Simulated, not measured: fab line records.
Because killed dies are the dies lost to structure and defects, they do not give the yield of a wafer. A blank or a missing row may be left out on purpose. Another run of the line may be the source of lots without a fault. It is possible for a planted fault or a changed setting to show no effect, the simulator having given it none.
fab line records	flow n5_finfet
[record] lots = 7	wafers = 39
route steps=1938 shown BEOL_M11@1578 PASS1_CAP@1873 TV_LITHO@1875 TV_OPEN@1887
start_h: hours from the record's first day to the start of the lot's first wafer shown	wait_h: how many hours have passed since the lot's step before this one	" the same as in the row above	L1.1+2: a row that stands for several wafers	- no value, or no start was given	* or withheld: withheld	< > ~ a bound
route shown NAME@n: a module of which the file shows steps, and the number in the route of the first	usual: average and standard deviation across the fault-free wafers	same: alike in all rows	chamber/n: place in a boat	sites: readings site by site	_std_site: how widely they spread, as a standard deviation	_edge_site: mean of outer sites minus mean of inner sites	radius_mm: for every site, how far away it sits from the centre of the wafer	mask NAME#n: copy n	behind: tool/chamber where the wafer was last shaped	hold: the reason the lot was held/the length of the hold in hours/how it ended	device: which transistor (n, p or np) failed to switch	end of line: the tests these same wafers got at the end of their route	a step with no rows: only its recipe	killed: at the first sort, the dies lost to defects and structure; wafer yield is something else	map: the dies of a wafer, with x for killed, . for not killed, _ for no die there
set.NAME: the run value of the setting; set.NAME@STEP: its run value at that earlier step	model.NAME: the simulator's own value behind a step, which no gauge read
lots with deliberately changed settings; one table per step, one row per wafer
[[steps]]
[step N5_BEOL_M11_TRENCH_ETCH_37]
[recipe] chemistry = C4F6/O2	target_depth_a = 1488.3	target = SiCOH_lowk	time_s = 48	ion_energy_ev = 250	pressure_mtorr = 30	source_w = 345	bias_w = 185	Ar_flow_sccm = 300	C4F6_flow_sccm = 10	O2_flow_sccm = 10
lot.wafer	tool	chamber	start_h	wait_h	set.target_depth_a	model.etch.depth_nm	model.BEOL_M11.feature_depth_nm	model.TiN_of_BEOL_M11_HM_DEP_02.thk_nm
L085.1	rie_diel-05	0	-	-	1488.3	146.8	146.8	16.2
L085.2	"	1	"	"	1080	105.7	105.8	17.4
L085.3	"	2	"	"	1080	109.9	110	16.8
L085.4	"	3	"	"	1080	110.5	110.4	17.2
L085.5	"	3	"	"	1488.3	150.4	150.4	16.2
L085.6	"	0	"	"	1488.3	148.5	148.6	16
L087.1	rie_diel-03	0	-	-	762.3	77.49	77.4	17.8
L087.2	"	2	"	"	762.3	75.62	75.6	18
L087.3	"	3	"	"	1488.3	153.9	153.8	15.8
L087.4	"	1	"	"	1488.3	149.2	149.2	16
L087.5	"	1	"	"	762.3	75.9	76	17.8
L087.6	"	0	"	"	1488.3	151.3	151.2	15.8
L090.1	rie_diel-04	3	-	-	1488.3	148.1	148.2	15.8
L090.2	"	2	"	"	800.9	82.58	82.6	17.8
L090.3	"	1	"	"	800.9	77.57	77.6	17.8
L090.4	"	2	"	"	800.9	82.67	82.6	17.8
L090.5	"	1	"	"	1488.3	144.1	144	16.2
L090.6	"	3	"	"	1488.3	147.8	147.8	15.8
L092.1	rie_diel-03	3	-	-	1488.3	152.7	152.8	15.6
L092.2	"	0	"	"	1488.3	151.1	151.2	15.8
L092.3	"	2	"	"	1928	188.5	188.4	14.4
L092.4	"	1	"	"	1928	193.4	193.4	14.2
L092.5	"	3	"	"	1928	197	197	14.4
L092.6	"	0	"	"	1488.3	152.4	152.4	15.8
L093.1	rie_diel-05	2	-	-	1488.3	149.1	149	16.2
L093.2	"	1	"	"	2273	217.3	217.4	14.2
L093.3	"	0	"	"	2273	223.6	223.6	13.8
L093.4	"	3	"	"	1488.3	150.1	150.2	16
L093.5	"	2	"	"	2273	226.4	226.4	14
L093.6	"	3	"	"	1488.3	149.5	149.6	16
L091.1	rie_diel-05	2	-	-	867.9	87.05	87	17.6
L091.2	"	3	"	"	1488.3	150.5	150.6	15.6
L091.3	"	1	"	"	1488.3	145	145	15.8
L091.4	"	0	"	"	867.9	86.33	86.4	17.4
L091.5	"	3	"	"	1488.3	149.9	150	15.8
L091.6	"	0	"	"	867.9	85.73	85.8	17.6
L096.1	rie_diel-05	1	-	-	1488.3	148	148	15.6
L096.2	"	2	"	"	1488.3	147.2	147.2	15.6
L096.5	"	0	"	"	1488.3	148.1	148.2	15.6
[step N5_BEOL_M11_ETCH_41]
[recipe] chemistry = CH3F/O2	target = SiCN	target_depth_a = 426	taper_deg = 2	time_s = 86	ion_energy_ev = 120	mask_material = TiN	pressure_mtorr = 30	source_w = 395	bias_w = 75	Ar_flow_sccm = 150	CH3F_flow_sccm = 30	O2_flow_sccm = 20
[step N5_BEOL_M11_STRIP_77]
[recipe] chemistry = N2/H2	time_s = 10	power_w = 450	temp_c = 40	pressure_mtorr = 20	rf_frequency_hz = 6e+07	bias_power_w = 7	n2_flow_sccm = 200	h2_flow_sccm = 200
[step N5_BEOL_M11_OCD_MEAS_38]
[usual] trench_depth_nm = 149/3.2
lot.wafer	tool	chamber	start_h	wait_h	set.target_depth_a@BEOL_M11_TRENCH_ETCH_37	trench_depth_nm
L085.1	ocd-02	-	285.47	-	1488.3	147
L085.2	"	-	"	"	1080	105
L085.3	"	-	"	"	1080	111
L085.4	"	-	"	"	1080	110
L085.5	"	-	"	"	1488.3	150
L085.6	"	-	"	"	1488.3	148
L087.1	ocd-02	-	307.26	-	762.3	78
L087.2	"	-	"	"	762.3	75
L087.3	"	-	"	"	1488.3	154
L087.4	"	-	"	"	1488.3	149
L087.5	"	-	"	"	762.3	76
L087.6	"	-	"	"	1488.3	151
L090.1	ocd-02	-	320.07	-	1488.3	148
L090.2	"	-	"	"	800.9	83
L090.3	"	-	"	"	800.9	77
L090.4	"	-	"	"	800.9	82
L090.5	"	-	"	"	1488.3	143
L090.6	"	-	"	"	1488.3	147
L092.1	ocd-01	-	336.92	-	1488.3	152
L092.2	"	-	"	"	1488.3	151
L092.3	"	-	"	"	1928	188
L092.4	"	-	"	"	1928	194
L092.5	"	-	"	"	1928	197
L092.6	"	-	"	"	1488.3	152
L093.1	ocd-02	-	339.55	-	1488.3	149
L093.2	"	-	"	"	2273	217
L093.3	"	-	"	"	2273	224
L093.4	"	-	"	"	1488.3	150
L093.5	"	-	"	"	2273	226
L093.6	"	-	"	"	1488.3	149
L091.1	ocd-01	-	346.07	-	867.9	87
L091.2	"	-	"	"	1488.3	150
L091.3	"	-	"	"	1488.3	145
L091.4	"	-	"	"	867.9	87
L091.5	"	-	"	"	1488.3	150
L091.6	"	-	"	"	867.9	86
L096.1	ocd-01	-	370.33	-	1488.3	148
L096.2	"	-	"	"	1488.3	147
L096.5	"	-	"	"	1488.3	148
[step N5_BEOL_M11_HM_STRIP_39]
[recipe] chemistry = peroxide_tin_strip	material = TiN	target_depth_a = 250	temp_c = 50	time_s = 158
[step N5_BEOL_M11_SRD_40]
[recipe] time_s = 30	temp_c = 23	rinse_liquid = diw	dry = ipa_marangoni
[step N5_BEOL_M11_ECD_50]
[recipe] material = Cu	target_thk_a = 3180
[step N5_BEOL_M11_ANNEAL_51]
[recipe] temp_c = 225	time_s = 90	ambient = N2
[step N5_BEOL_M11_CMP_52]
[recipe] stop_on = SiCOH_lowk	t_overpolish_s = 7	down_force_psi = 1	platen_rpm = 50	clearing_platen_down_force_psi = 1.5	clearing_platen_rpm = 50	post_cmp_clean = cu_alkaline	target_thk_nm = 140	clearing_platen_pad_velocity_m_s = 0.99484	pad_velocity_m_s = 0.99484
lot.wafer	tool	chamber	start_h	wait_h	set.target_depth_a@BEOL_M11_TRENCH_ETCH_37	model.Cu_of_BEOL_M11_ECD_50.thk_nm
L085.4	cmp-01	1	287.37	0.1	1080	100.6
L085.2	"	2	"	"	1080	97
L085.3	"	3	"	"	1080	101.8
L085.1	"	0	"	"	1488.3	139.6
L085.5	"	1	"	"	1488.3	140.6
L085.6	"	2	"	"	1488.3	138.8
L087.2+5	cmp-02	1,2	309.47	0.2	762.3	66.8
L087.1	"	2	"	"	762.3	68.8
L087.4	"	3	"	"	1488.3	140.2
L087.3	"	0	"	"	1488.3	145.6
L087.6	"	1	"	"	1488.3	142.8
L090.3	cmp-04	3	322.48	0.2	800.9	70.2
L090.2	"	0	"	"	800.9	74.6
L090.1	"	1	"	"	1488.3	140.2
L090.4	"	2	"	"	800.9	75
L090.5	"	3	"	"	1488.3	137.4
L090.6	"	0	"	"	1488.3	139.2
L092.1	cmp-01	0	339.18	0.3	1488.3	145
L092.4	"	1	"	"	1928	181.8
L092.3	"	2	"	"	1928	178.8
L092.2	"	3	"	"	1488.3	142.2
L092.5	"	0	"	"	1928	188.8
L092.6	"	1	"	"	1488.3	142
L093.1	cmp-02	3	341.98	0.3	1488.3	139.6
L093.2	"	0	"	"	2273	208.6
L093.4	"	1	"	"	1488.3	141.2
L093.3	"	2	"	"	2273	214.2
L093.6	"	3	"	"	1488.3	141
L093.5	"	0	"	"	2273	219.4
L091.2	cmp-04	0	348.45	0.2	1488.3	140
L091.3	"	1	"	"	1488.3	135.2
L091.4	"	2	"	"	867.9	75.6
L091.1	"	3	"	"	867.9	78
L091.6	"	0	"	"	867.9	74.2
L091.5	"	1	"	"	1488.3	140.6
L096.2	cmp-04	0	372.69	0.2	1488.3	136.2
L096.1	"	1	"	"	1488.3	139.6
L096.5	"	0	"	"	1488.3	138.2
[step N5_BEOL_M11_THK_MEAS_53]
[recipe] thk_meas_gauge = xrf	reads = Cu_of_BEOL_M11_ECD_50
[usual] M11_THK = 136/3.2
lot.wafer	tool	chamber	start_h	wait_h	set.target_depth_a@BEOL_M11_TRENCH_ETCH_37	M11_THK[nm]
L085.1	film_metro-01	-	287.69	-	1488.3	136
L085.2	"	-	"	"	1080	95
L085.3	"	-	"	"	1080	99
L085.4	"	-	"	"	1080	99
L085.5	"	-	"	"	1488.3	137
L085.6	"	-	"	"	1488.3	135
L087.1	film_metro-02	-	309.77	-	762.3	66
L087.2	"	-	"	"	762.3	65
L087.3	"	-	"	"	1488.3	140
L087.4	"	-	"	"	1488.3	135
L087.5	"	-	"	"	762.3	64
L087.6	"	-	"	"	1488.3	137
L090.1	film_metro-02	-	322.77	-	1488.3	136
L090.2	"	-	"	"	800.9	72
L090.3	"	-	"	"	800.9	68
L090.4	"	-	"	"	800.9	72
L090.5	"	-	"	"	1488.3	134
L090.6	"	-	"	"	1488.3	135
L092.1	film_metro-02	-	339.48	-	1488.3	141
L092.2	"	-	"	"	1488.3	138
L092.3	"	-	"	"	1928	174
L092.4	"	-	"	"	1928	176
L092.5	"	-	"	"	1928	183
L092.6	"	-	"	"	1488.3	138
L093.1	film_metro-01	-	342.27	-	1488.3	136
L093.2	"	-	"	"	2273	203
L093.3	"	-	"	"	2273	207
L093.4	"	-	"	"	1488.3	137
L093.5	"	-	"	"	2273	212
L093.6	"	-	"	"	1488.3	137
L091.1	film_metro-02	-	348.74	-	867.9	76
L091.2	"	-	"	"	1488.3	137
L091.3	"	-	"	"	1488.3	132
L091.4	"	-	"	"	867.9	74
L091.5	"	-	"	"	1488.3	138
L091.6	"	-	"	"	867.9	73
L096.1	film_metro-02	-	372.98	-	1488.3	134
L096.2	"	-	"	"	1488.3	131
L096.5	"	-	"	"	1488.3	133
[step N5_BEOL_M11_PRE_CLEAN_55]
[recipe] gas = NH3	time_s = 15	temp_c = withheld	rf_power_w = 300
[step N5_BEOL_M11_DEP_56]
[recipe] material = SiCN	target_thk_a = 300	temp_c = withheld	precursor = 3MS/NH3	pressure_torr = 3	rf_w = 675	time_s = 10.5
[step N5_BEOL_M11_RS_MEAS_57]
[recipe] thk_meas_gauge = four-point-probe	reads = Cu_of_BEOL_M11_ECD_50+Co_of_BEOL_M11_CVD_75+TaN_of_BEOL_M11_ALD_74
[usual] M11_RS = 0.150/0.0039
lot.wafer	tool	chamber	start_h	wait_h	set.target_depth_a@BEOL_M11_TRENCH_ETCH_37	M11_RS[ohm/sq]
L085.1	film_metro-01	-	287.82	0.0	1488.3	0.152
L085.2	"	-	"	"	1080	0.228
L085.3	"	-	"	"	1080	0.216
L085.4	"	-	"	"	1080	0.218
L085.5	"	-	"	"	1488.3	0.150
L085.6	"	-	"	"	1488.3	0.153
L087.1	film_metro-02	-	309.89	0.0	762.3	0.340
L087.2	"	-	"	"	762.3	0.353
L087.3	"	-	"	"	1488.3	0.144
L087.4	"	-	"	"	1488.3	0.150
L087.5	"	-	"	"	762.3	0.354
L087.6	"	-	"	"	1488.3	0.148
L090.1	film_metro-01	-	322.92	0.1	1488.3	0.150
L090.2	"	-	"	"	800.9	0.310
L090.3	"	-	"	"	800.9	0.332
L090.4	"	-	"	"	800.9	0.307
L090.5	"	-	"	"	1488.3	0.154
L090.6	"	-	"	"	1488.3	0.152
L092.1	film_metro-02	-	339.60	0.0	1488.3	0.145
L092.2	"	-	"	"	1488.3	0.148
L092.3	"	-	"	"	1928	0.115
L092.4	"	-	"	"	1928	0.113
L092.5	"	-	"	"	1928	0.109
L092.6	"	-	"	"	1488.3	0.148
L093.1	film_metro-01	-	342.40	0.0	1488.3	0.151
L093.2	"	-	"	"	2273	0.098
L093.3	"	-	"	"	2273	0.095
L093.4	"	-	"	"	1488.3	0.149
L093.5	"	-	"	"	2273	0.093
L093.6	"	-	"	"	1488.3	0.149
L091.1	film_metro-02	-	348.87	0.0	867.9	0.293
L091.2	"	-	"	"	1488.3	0.150
L091.3	"	-	"	"	1488.3	0.157
L091.4	"	-	"	"	867.9	0.304
L091.5	"	-	"	"	1488.3	0.150
L091.6	"	-	"	"	867.9	0.312
L096.1	film_metro-02	-	373.11	0.0	1488.3	0.151
L096.2	"	-	"	"	1488.3	0.156
L096.5	"	-	"	"	1488.3	0.153
[step N5_PASSIVATION_PECVD_55]
[recipe] material = SiO2	target_thk_a = 4000	temp_c = 400	precursor = SiH4/N2O	pressure_torr = 2.7	rf_w = 608	time_s = 22.5
lot.wafer	tool	chamber	start_h	wait_h	set.time_s	model.SiO2_of_PASSIVATION_PECVD_55.thk_nm
L085.1	pecvd-04	2	326.95	0.0	22.5	393.8
L085.2	"	1	"	"	22.5	397
L085.3	"	2	"	"	22.5	400.8
L085.4	"	1	"	"	22.5	402.2
L085.5	"	1	"	"	22.5	402
L085.6	"	2	"	"	22.5	404
L087.1	pecvd-03	2	343.67	0.0	22.5	398.6
L087.2	"	1	"	"	22.5	401.4
L087.3	"	0	"	"	22.5	397
L087.4	"	0	"	"	33.35	594.4
L087.5	"	2	"	"	33.35	595.4
L087.6	"	1	"	"	33.35	599.2
L090.1	pecvd-03	0	355.58	0.0	22.5	400.4
L090.2	"	2	"	"	22.5	401.2
L090.3	"	1	"	"	22.5	402.6
L090.4	"	2	"	"	22.5	402.2
L090.5	"	0	"	"	22.5	405.6
L090.6	"	1	"	"	22.5	407.4
L092.1	pecvd-03	2	369.56	0.0	22.5	393
L092.2	"	0	"	"	22.5	393.2
L092.3	"	1	"	"	16.49	294.2
L092.4	"	1	"	"	16.49	294.4
L092.5	"	2	"	"	22.5	403.2
L092.6	"	0	"	"	16.49	296.2
L093.1	pecvd-01	2	370.78	0.0	12.82	228
L093.2	"	0	"	"	12.82	228.6
L093.3	"	1	"	"	12.82	226
L093.4	"	1	"	"	22.5	403.4
L093.5	"	0	"	"	22.5	404
L093.6	"	2	"	"	22.5	403.2
L091.1	pecvd-01	0	378.47	0.0	22.5	402.4
L091.2+3	"	2,1	"	"	22.5	397
L091.4	"	0	"	"	22.5	404.8
L091.5	"	2	"	"	22.5	400.8
L091.6	"	1	"	"	22.5	405.2
L096.1	pecvd-04	2	406.39	0.0	22.5	398.4
L096.2	"	1	"	"	22.5	402
L096.5	"	0	"	"	22.5	402.4
[step N5_PASSIVATION_PECVD_01]
[recipe] material = SiNx	target_thk_a = 2000	temp_c = 400	precursor = SiH4/NH3/N2	pressure_torr = 4.9	rf_w = 1406	time_s = 43.2
[step N5_PASSIVATION_HMDS_03]
[recipe] time_s = 60	temp_c = 120
[step N5_PASSIVATION_DESCUM_12]
[recipe] chemistry = O2	time_s = 7.9	source_power_w = 50	bias_power_w = 20	pressure_mtorr = 20	rf_frequency_hz = 2.712e+07	temp_c = 40	o2_flow_sccm = 225
[step N5_PASSIVATION_PASS_ETCH_74]
[recipe] chemistry = CF4/O2	target = SiNx	target_depth_a = 2200	time_s = 110	ion_energy_ev = 100	pressure_mtorr = 40	source_w = 535	bias_w = 49	Ar_flow_sccm = 100	cf4_flow_sccm = 100	O2_flow_sccm = 10
[step N5_PASSIVATION_VIA_ETCH_13]
[recipe] chemistry = CHF3/O2	target = SiO2	target_depth_a = 6600	CHF3_flow_sccm = 50	O2_flow_sccm = 5	Ar_flow_sccm = 200	time_s = 330	mask_material = PR	pressure_mtorr = 30	source_w = 650	bias_w = 170	ion_energy_ev = 200	ends = cleared
[usual] etch_rf_on_time_s = 236/5.6
lot.wafer	tool	chamber	start_h	wait_h	set.time_s@PASSIVATION_PECVD_55	etch_rf_on_time_s	model.TV_OPEN.cd_offset_nm
L085.1	rie_diel-04	3	331.78	0.0	22.5	237	0.2
L085.2	"	2	"	"	22.5	229	1.2
L085.3	"	1	"	"	22.5	246	1.4
L085.4	"	2	"	"	22.5	232	1.2
L085.5	"	1	"	"	22.5	246	1.8
L085.6	"	3	"	"	22.5	243	0.6
L087.1	rie_diel-05	3	346.79	0.0	22.5	233	1.2
L087.2	"	2	"	"	22.5	237	1.6
L087.3	"	1	"	"	22.5	242	2
L087.4	"	0	"	"	33.35	355	-1
L087.5	"	1	"	"	33.35	361	-0.8
L087.6	"	0	"	"	33.35	357	-0.2
L090.1	rie_diel-05	2	356.79	0.0	22.5	235	2
L090.2	"	3	"	"	22.5	234	2
L090.3	"	1	"	"	22.5	242	2.2
L090.4	"	0	"	"	22.5	239	2
L090.5	"	3	"	"	22.5	235	1.4
L090.6	"	0	"	"	22.5	244	2
L092.1	rie_diel-05	2	370.46	0.0	22.5	231	1.4
L092.2	"	1	"	"	22.5	237	2
L092.3	"	0	"	"	16.49	177	3
L092.4	"	1	"	"	16.49	178	3
L092.5	"	0	"	"	22.5	242	1.8
L092.6	"	2	"	"	16.49	173	2.8
L093.1	rie_diel-05	3	374.64	0.0	12.82	133	3.6
L093.2	"	0	"	"	12.82	137	4.2
L093.3	"	2	"	"	12.82	132	3.4
L093.4	"	1	"	"	22.5	241	1.6
L093.5	"	2	"	"	22.5	237	1.6
L093.6	"	3	"	"	22.5	235	1.6
L091.1	rie_diel-04	0	382.26	0.0	22.5	226	1
L091.2	"	1	"	"	22.5	241	2.2
L091.3	"	2	"	"	22.5	228	1.4
L091.4	"	0	"	"	22.5	227	0.8
L091.5	"	1	"	"	22.5	243	2.4
L091.6	"	2	"	"	22.5	234	1.2
L096.1	rie_diel-05	0	407.05	0.0	22.5	237	2.2
L096.2	"	2	"	"	22.5	236	1.8
L096.5	"	0	"	"	22.5	241	1.8
[[key]]
[split] step = N5_BEOL_M11_TRENCH_ETCH_37	setting = target_depth_a	stated = 1488.3	by = wafer
[response] step = N5_BEOL_M11_TRENCH_ETCH_37	reading = model.etch.depth_nm	change = +1.45	per = 1%	r = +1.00
[response] step = N5_BEOL_M11_TRENCH_ETCH_37	reading = model.BEOL_M11.feature_depth_nm	change = +1.45	per = 1%	r = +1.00
[response] step = N5_BEOL_M11_TRENCH_ETCH_37	reading = model.TiN_of_BEOL_M11_HM_DEP_02.thk_nm	change = -0.041	per = 1%	r = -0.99
[response] step = N5_BEOL_M11_OCD_MEAS_38	reading = trench_depth_nm	change = +1.45	per = 1%	r = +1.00
[response] step = N5_BEOL_M11_CMP_52	reading = model.Cu_of_BEOL_M11_ECD_50.thk_nm	change = +1.45	per = 1%	r = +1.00
[response] step = N5_BEOL_M11_THK_MEAS_53	reading = M11_THK	change = +1.4	per = 1%	r = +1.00
[response] step = N5_BEOL_M11_RS_MEAS_57	reading = M11_RS	shape = bent	at_lowest = 0.349	at_stated = 0.150	at_highest = 0.095
[split] step = N5_PASSIVATION_PECVD_55	setting = time_s	stated = 22.5	by = wafer
[response] step = N5_PASSIVATION_PECVD_55	reading = model.SiO2_of_PASSIVATION_PECVD_55.thk_nm	change = +4.05	per = 1%	r = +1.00
[response] step = N5_PASSIVATION_VIA_ETCH_13	reading = etch_rf_on_time_s	change = *	per = 1%	r = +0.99
[response] step = N5_PASSIVATION_VIA_ETCH_13	reading = model.TV_OPEN.cd_offset_nm	change = -0.0477	per = 1%	r = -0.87
